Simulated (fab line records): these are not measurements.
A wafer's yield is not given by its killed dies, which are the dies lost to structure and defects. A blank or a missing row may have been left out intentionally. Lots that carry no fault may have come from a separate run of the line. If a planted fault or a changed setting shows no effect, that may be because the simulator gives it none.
3 desks looking at one fault | flow n5-finfet | what lay behind the numbers comes last; until then each desk has only its own
Where a reading is given only as a bound, like >300, the bound stands for it, and a mean or a difference that rests on one is marked > or <: the true number lies beyond.

== THE DEFECT DESK ==
For each lot, the counts of the inspections along the route, averaged over the sampled wafers that have a number. The brackets show how far a lot's mean lies from the usual mean; more than 4 standard deviations puts the lot out of limits, marked OUT.
Columns: A = raw-defect-count at N5_BEOL_M12_INSPECT_55, usual 65; B = raw-defect-count at N5_BEOL_M13_INSPECT_12, usual 2.0
lot  | first seen here | A             | B
L831 | day 11 05:10    | 58            | 1.3
L836 | day 12 19:56    | 48            | 1.0
L838 | day 13 13:22    | 58            | 2.0
L845 | day 15 06:38    | 637 (+32) OUT | >300 (+99 or more) OUT
L850 | day 15 22:26    | 657 (+33) OUT | >300 (+99 or more) OUT
L853 | day 16 15:52    | 60            | 2.7
This desk's verdict: out of limits on L845, L850, starting with L845 at day 15 06:38 (raw-defect-count at N5_BEOL_M12_INSPECT_55). Within limits: L831, L836, L838, L853.

== AT THE METROLOGY DESK ==
What the gauges read, lot by lot, whatever tool the lot ran on: means of the sampled wafers that have a number. The brackets show how far a lot's mean lies from the usual mean; more than 4 standard deviations puts the lot out of limits, marked OUT.
Columns: A = M12_THK at N5_BEOL_M12_THK_MEAS_50, usual 320 nm; B = M12_RS at N5_BEOL_M12_RS_MEAS_54, usual 0.0601 ohm/sq; C = M13_ILD_THK at N5_BEOL_M13_THK_MEAS_01, usual 841 nm; D = cd-nm at N5_BEOL_M13_CD_MEAS_10, usual 189.8 nm; E = V12_OVL at N5_BEOL_M13_OVL_MEAS_11, usual -3 nm
lot  | first seen here | A   | B      | C   | D     | E
L831 | day 11 04:59    | 327 | 0.0587 | 834 | 192.1 | -5
L836 | day 12 19:47    | 306 | 0.0620 | 820 | 189.0 | -7
L838 | day 13 13:11    | 329 | 0.0588 | 860 | 188.6 | -5
L845 | day 15 06:29    | 314 | 0.0608 | 850 | 188.8 | 1
L850 | day 15 22:17    | 320 | 0.0594 | 842 | 188.6 | -4
L853 | day 16 15:41    | 319 | 0.0610 | 828 | 190.4 | -5
This desk's finding: nothing out of limits on any of the 6 lots.

== DESK OF THE TOOL OWNER: pecvd-03 ==
The tool's own readings at N5_BEOL_M12_DEP_53 (deposits SiCN from 3MS/NH3, target thk 30 nm, time 10.5 s): means of the sampled wafers that have a number, for each lot that ran on this tool. The brackets show how far a lot's mean lies from the usual mean; more than 4 standard deviations puts the lot out of limits, marked OUT.
Columns: A = showerhead-plenum-p-Torr at N5_BEOL_M12_DEP_53, usual 4.155 Torr; B = throttle-valve-pct at N5_BEOL_M12_DEP_53, usual 18.3 %
lot  | first seen here | A     | B
L836 | day 12 19:51    | 4.136 | 17.1
L838 | day 13 13:16    | 4.144 | 20.4
L845 | day 15 06:33    | 4.143 | 20.4
L850 | day 15 22:20    | 4.135 | 19.2
This desk's finding: nothing out of limits on any of the 4 lots.

== BROUGHT TOGETHER ==
The defect desk could have raised an alarm at day 15 06:38, on L845, L850.
From the metrology desk's view, nothing was out of limits.
The tool owner's desk saw nothing out of limits.
The metrology desk has L845, L850 on record, within its limits.
The tool owner's desk has L845, L850 on record, within its limits.
Of the lots named, all ran N5_BEOL_M12_DEP_53 on pecvd-03.

== WHAT THE SIMULATOR HAD PUT IN ==
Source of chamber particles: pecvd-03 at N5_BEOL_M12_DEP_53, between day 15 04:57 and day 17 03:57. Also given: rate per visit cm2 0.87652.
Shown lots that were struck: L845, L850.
Hours from the fault's start to each desk's first reading out of limits: the defect desk, 2.
